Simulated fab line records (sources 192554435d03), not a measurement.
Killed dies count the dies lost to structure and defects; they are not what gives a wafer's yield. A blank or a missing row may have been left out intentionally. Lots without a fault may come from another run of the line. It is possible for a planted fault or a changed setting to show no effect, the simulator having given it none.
What tool caused it? -- flow n5Finfet -- 24 lots with 72 wafers sampled at 5 steps, on a route of 1938 steps

## WHAT THE GAUGES SHOWED, per wafer
N5_BEOL_M3_CD_MEAS_28: target cd 25.7 nm, target cd y 23.3 nm. Usual: cdNm reads 25.77 nm (standard deviation 0.24).
lot,measured,on,cdNm (nm),flag
L075,day 7 00:46,cdSem-02,26.23 25.69 26.04,
L074,day 7 10:23,cdSem-03,25.91 26.17 25.54,
L076,day 7 16:32,cdSem-02,25.54 26.30 25.71,
L077,day 7 17:32,cdSem-01,25.86 25.94 25.85,
L078,day 8 02:20,cdSem-02,25.42 25.60 25.69,
L079,day 8 10:41,cdSem-03,26.00 26.24 26.06,
L080,day 8 10:52,cdSem-01,26.04 25.17 25.25,
L081,day 8 18:28,cdSem-01,25.47 25.51 25.35,
L082,day 9 04:44,cdSem-01,25.85 25.68 25.84,
L083,day 9 10:27,cdSem-01,25.36 25.93 25.40,
L084,day 9 19:41,cdSem-02,26.12 25.65 25.81,
L085,day 9 21:16,cdSem-02,25.58 25.28 25.44,
L087,day 12 04:13,cdSem-01,25.88 25.80 26.22,
L088,day 12 09:26,cdSem-01,25.85 25.56 25.53,
L086,day 12 09:40,cdSem-01,25.87 26.05 25.72,
L095,day 12 11:50,cdSem-01,25.79 26.00 25.83,
L096,day 12 12:35,cdSem-01,25.92 26.14 26.27,
L089,day 12 15:13,cdSem-02,25.65 25.60 25.85,
L091,day 12 15:19,cdSem-01,25.92 25.70 25.57,
L093,day 12 16:04,cdSem-03,25.86 25.51 25.49,
L094,day 12 17:59,cdSem-03,25.56 25.77 25.43,
L090,day 12 18:17,cdSem-01,25.85 26.36 26.00,
L092,day 12 18:41,cdSem-02,25.96 26.03 25.71,
L097,day 12 21:16,cdSem-01,25.61 25.85 25.81,

N5_BEOL_M3_INSPECT_30: inspects for defects (brightfield). Usual: rawDefectCount reads 408 (standard deviation 100).
lot,measured,on,rawDefectCount,flag
L075,day 7 00:51,defectInspect-01,449 384 376,
L074,day 7 10:29,defectInspect-01,479 441 505,
L076,day 7 16:37,defectInspect-01,417 330 451,
L077,day 7 17:37,defectInspect-02,634 561 400,
L078,day 8 02:26,defectInspect-01,377 426 276,
L079,day 8 10:46,defectInspect-01,341 236 371,
L080,day 8 10:57,defectInspect-02,534 544 470,
L081,day 8 18:33,defectInspect-02,442 493 515,
L082,day 9 04:49,defectInspect-02,472 640 515,
L083,day 9 10:32,defectInspect-02,284 258 360,
L084,day 9 19:46,defectInspect-02,300 254 306,
L085,day 9 21:21,defectInspect-01,258 251 299,
L087,day 12 04:18,defectInspect-02,461 348 529,
L088,day 12 09:31,defectInspect-02,413 540 623,
L086,day 12 09:45,defectInspect-01,315 355 315,
L095,day 12 11:56,defectInspect-02,399 321 401,
L096,day 12 12:40,defectInspect-01,416 389 410,
L089,day 12 15:18,defectInspect-01,474 326 345,
L091,day 12 15:24,defectInspect-01,342 357 267,
L093,day 12 16:09,defectInspect-01,365 353 465,
L094,day 12 18:04,defectInspect-01,379 401 490,
L090,day 12 18:23,defectInspect-02,445 420 393,
L092,day 12 18:47,defectInspect-01,633 554 452,
L097,day 12 21:21,defectInspect-01,442 504 604,

N5_BEOL_M3_CD_MEAS_35: target cd 18 nm, target cd y 21 nm. Usual: cdNm reads 18.1 nm (standard deviation 0.39).
lot,measured,on,cdNm (nm),flag
L075,day 7 08:08,cdSem-02,18.1 18.3 18.8,
L074,day 7 12:13,cdSem-01,18.6 18.6 18.1,
L076,day 7 23:20,cdSem-03,19.0 18.8 18.1,
L077,day 8 04:17,cdSem-03,18.9 18.6 18.4,
L078,day 8 09:42,cdSem-01,18.2 17.6 17.9,
L079,day 8 13:32,cdSem-01,18.0 18.1 18.1,
L080,day 8 16:17,cdSem-03,18.2 18.8 18.7,
L081,day 8 19:47,cdSem-01,18.6 18.1 17.9,
L082,day 9 08:56,cdSem-02,17.5 18.2 18.2,
L083,day 9 11:36,cdSem-01,18.2 17.8 18.2,
L084,day 9 20:40,cdSem-03,17.9 18.5 17.9,
L085,day 9 23:19,cdSem-03,18.7 18.0 18.7,
L087,day 12 05:20,cdSem-02,18.1 17.7 17.7,
L088,day 12 13:53,cdSem-01,18.1 18.4 17.9,
L086,day 12 13:55,cdSem-01,18.0 18.0 18.4,
L095,day 12 19:55,cdSem-03,17.7 18.5 18.2,
L096,day 12 20:05,cdSem-01,17.3 17.3 17.9,
L089,day 12 18:16,cdSem-02,17.2 17.6 17.6,
L091,day 12 19:51,cdSem-01,18.1 18.1 18.5,
L093,day 12 22:53,cdSem-03,18.0 18.6 18.3,
L094,day 13 00:16,cdSem-01,17.9 17.5 17.9,
L090,day 13 00:13,cdSem-02,18.4 18.1 18.2,
L092,day 13 00:39,cdSem-01,17.8 18.3 18.0,
L097,day 13 05:51,cdSem-03,18.0 17.9 17.9,

## TOOL THAT RAN EACH LOT (tool first, then ch and the chambers of the sampled wafers, then the start)
lot,N5_BEOL_M3_HM_OPEN_17,N5_BEOL_M3_STRIP_19
L075,"rieMetal-02 ch 1, day 7 00:12","rieDiel-03 ch 0,1, day 7 00:22"
L074,"rieMetal-01 ch 1, day 7 09:43","rieDiel-04 ch 1,2,3, day 7 10:00"
L076,"rieMetal-02 ch 0,1, day 7 15:47","rieDiel-03 ch 0,2, day 7 16:01"
L077,"rieMetal-03 ch 0,1, day 7 16:47","rieDiel-03 ch 2,3, day 7 17:08"
L078,"rieMetal-02 ch 0,1, day 8 01:43","rieDiel-04 ch 0,3, day 8 01:50"
L079,"rieMetal-03 ch 0,1, day 8 10:08","rieDiel-02 ch 1,2,3, day 8 10:17"
L080,"rieMetal-03 ch 0,1, day 8 10:22","rieDiel-04 ch 0,1,3, day 8 10:28"
L081,"rieMetal-02 ch 0,1, day 8 17:52","rieDiel-02 ch 2,3, day 8 17:57"
L082,"rieMetal-02 ch 0,1, day 9 04:07","rieDiel-02 ch 0,2, day 9 04:13"
L083,"rieMetal-01 ch 0,1, day 9 09:59","rieDiel-04 ch 1,2,3, day 9 10:04"
L084,"rieMetal-01 ch 0,1, day 9 17:07","rieDiel-03 ch 0,1, day 9 17:14"
L085,"rieMetal-02 ch 0,1, day 9 20:38","rieDiel-02 ch 0,2,3, day 9 20:52"
L087,"rieMetal-01 ch 0,1, day 12 03:43","rieDiel-03 ch 1,2, day 12 03:49"
L088,"rieMetal-01 ch 0,1, day 12 08:56","rieDiel-03 ch 0,1,2, day 12 09:03"
L086,"rieMetal-01 ch 0,1, day 12 09:10","rieDiel-03 ch 2,3, day 12 09:16"
L095,"rieMetal-01 ch 0,1, day 12 11:14","rieDiel-02 ch 0,1, day 12 11:19"
L096,"rieMetal-02 ch 0,1, day 12 12:05","rieDiel-04 ch 0,1,2, day 12 12:11"
L089,"rieMetal-01 ch 0,1, day 12 14:37","rieDiel-04 ch 1,3, day 12 14:42"
L091,"rieMetal-02 ch 0,1, day 12 14:50","rieDiel-02 ch 0,1,2, day 12 14:55"
L093,"rieMetal-02 ch 0,1, day 12 15:25","rieDiel-02 ch 0,3, day 12 15:33"
L094,"rieMetal-01 ch 1, day 12 17:28","rieDiel-02 ch 2,3, day 12 17:36"
L090,"rieMetal-03 ch 0,1, day 12 17:40","rieDiel-03 ch 1,2,3, day 12 17:47"
L092,"rieMetal-02 ch 0, day 12 18:04","rieDiel-03 ch 1,2,3, day 12 18:11"
L097,"rieMetal-03 ch 0,1, day 12 20:40","rieDiel-03 ch 2,3, day 12 20:45"
- N5_BEOL_M3_HM_OPEN_17: chemistry Cl2/BCl3, target TiN, target depth 20 nm, overetch 6 nm.
- N5_BEOL_M3_STRIP_19: strips in O2.

## AS READ BY THE TOOLS THEMSELVES (means over the sampled wafers that have a number; for cases with no such wafer, the mark the record gives instead)
N5_BEOL_M3_HM_OPEN_17. Usual: biasW 126.0 W, standard deviation 0.37; drypumpMotorCurrentA 5.9 A, standard deviation 0.36; mfcArSccm 24.99 sccm, standard deviation 0.075; oesProductAu 0.70 a.u., standard deviation 0.046; throttleValvePct 22.15 %, standard deviation 0.15.
lot,tool,biasW (W),drypumpMotorCurrentA (A),mfcArSccm (sccm),oesProductAu (a.u.),throttleValvePct (%),flag
L075,rieMetal-02,126.2,5.3,24.92,0.72,22.37,
L074,rieMetal-01,125.3,6.2,25.03,0.68,22.07,
L076,rieMetal-02,126.1,5.6,24.97,0.74,22.29,
L077,rieMetal-03,126.0,5.9,24.93,0.69,22.10,
L078,rieMetal-02,126.2,5.9,25.01,0.76,22.20,
L079,rieMetal-03,125.8,6.0,25.02,0.66,22.02,
L080,rieMetal-03,126.3,6.0,25.01,0.66,22.02,
L081,rieMetal-02,125.7,5.9,25.12,0.75,22.21,
L082,rieMetal-02,126.4,5.6,24.96,0.73,22.30,
L083,rieMetal-01,125.8,6.0,25.02,0.71,22.06,
L084,rieMetal-01,125.9,6.0,25.00,0.71,22.06,
L085,rieMetal-02,125.7,5.6,24.99,0.72,22.29,
L087,rieMetal-01,126.0,6.0,25.00,0.68,22.08,
L088,rieMetal-01,126.4,6.0,24.93,0.68,22.08,
L086,rieMetal-01,126.1,5.8,24.92,0.71,22.05,
L095,rieMetal-01,126.3,6.0,25.06,0.68,22.08,
L096,rieMetal-02,125.8,5.9,24.97,0.72,22.22,
L089,rieMetal-01,126.1,5.8,24.96,0.71,22.05,
L091,rieMetal-02,126.1,5.9,25.00,0.72,22.23,
L093,rieMetal-02,126.0,5.9,25.05,0.71,22.23,
L094,rieMetal-01,125.7,6.2,25.01,0.65,22.10,
L090,rieMetal-03,126.2,6.0,24.99,0.63,22.05,
L092,rieMetal-02,125.9,6.2,25.09,0.73,22.14,
L097,rieMetal-03,126.0,6.0,24.97,0.66,22.13,

N5_BEOL_M3_STRIP_19. Usual: drypumpMotorCurrentA 5.8 A, standard deviation 0.38; oesProductAu 0.79 a.u., standard deviation 0.091; rfVppV 3.6 V, standard deviation 0.46; showerheadPlenumPTorr 2.10 Torr, standard deviation 0.064; tempC 40.00 C, standard deviation 0.11; throttleValvePct 16.70 %, standard deviation 0.17.
lot,tool,drypumpMotorCurrentA (A),oesProductAu (a.u.),rfVppV (V),showerheadPlenumPTorr (Torr),tempC (C),throttleValvePct (%),flag
L075,rieDiel-03,5.3,0.68,3.8,2.10,40.00,16.99,
L074,rieDiel-04,5.8,0.81,3.8,2.06,40.01,16.63,
L076,rieDiel-03,5.6,0.72,3.8,2.03,40.04,16.98,
L077,rieDiel-03,5.7,0.68,3.9,2.12,40.02,16.96,
L078,rieDiel-04,5.9,0.84,3.7,2.07,39.90,16.60,
L079,rieDiel-02,6.1,0.82,3.1,2.16,40.03,16.55,
L080,rieDiel-04,5.7,0.81,3.6,2.06,39.95,16.68,
L081,rieDiel-02,6.1,0.88,3.4,2.19,39.94,16.53,
L082,rieDiel-02,6.3,0.76,3.7,2.11,40.05,16.65,
L083,rieDiel-04,5.8,0.80,3.7,2.06,39.89,16.64,
L084,rieDiel-03,5.3,0.86,3.8,2.09,40.01,16.71,
L085,rieDiel-02,6.1,0.81,3.6,2.16,40.00,16.60,
L087,rieDiel-03,5.4,0.90,4.1,2.10,39.96,16.60,
L088,rieDiel-03,5.5,0.85,4.0,2.06,39.95,16.75,
L086,rieDiel-03,5.7,0.91,3.3,2.11,39.98,16.54,
L095,rieDiel-02,6.3,0.69,3.3,2.07,39.93,16.71,
L096,rieDiel-04,5.6,0.71,3.8,2.05,40.02,16.76,
L089,rieDiel-04,5.6,0.80,3.9,2.03,40.04,16.74,
L091,rieDiel-02,6.4,0.74,3.5,2.10,40.00,16.66,
L093,rieDiel-02,6.1,0.74,3.8,2.12,39.91,16.68,
L094,rieDiel-02,5.8,0.84,3.4,2.20,39.98,16.59,
L090,rieDiel-03,5.5,0.90,3.7,2.11,39.90,16.58,
L092,rieDiel-03,5.5,0.91,3.6,2.11,39.95,16.57,
L097,rieDiel-03,5.7,0.92,3.5,2.09,40.00,16.56,

## THE ANSWER, worked out from the rows above alone
Rule: lot off if the mean of its wafers having a number is beyond 3 standard deviations from the usual mean. A lot without any number at a reading at which 4 lots or more have one is off too. All remaining lots with rows at the step are treated as sound. The gauges are gone through in route order, then the tools' own readings, and for those a lot's mean is taken as printed above. The first step at which some lot is off is used, and at that step the reading that is off furthest; a lot without a number counts as furthest.
No lot is off at any reading shown: from this, nothing can be told.

## WHAT THE SIMULATOR PUT IN
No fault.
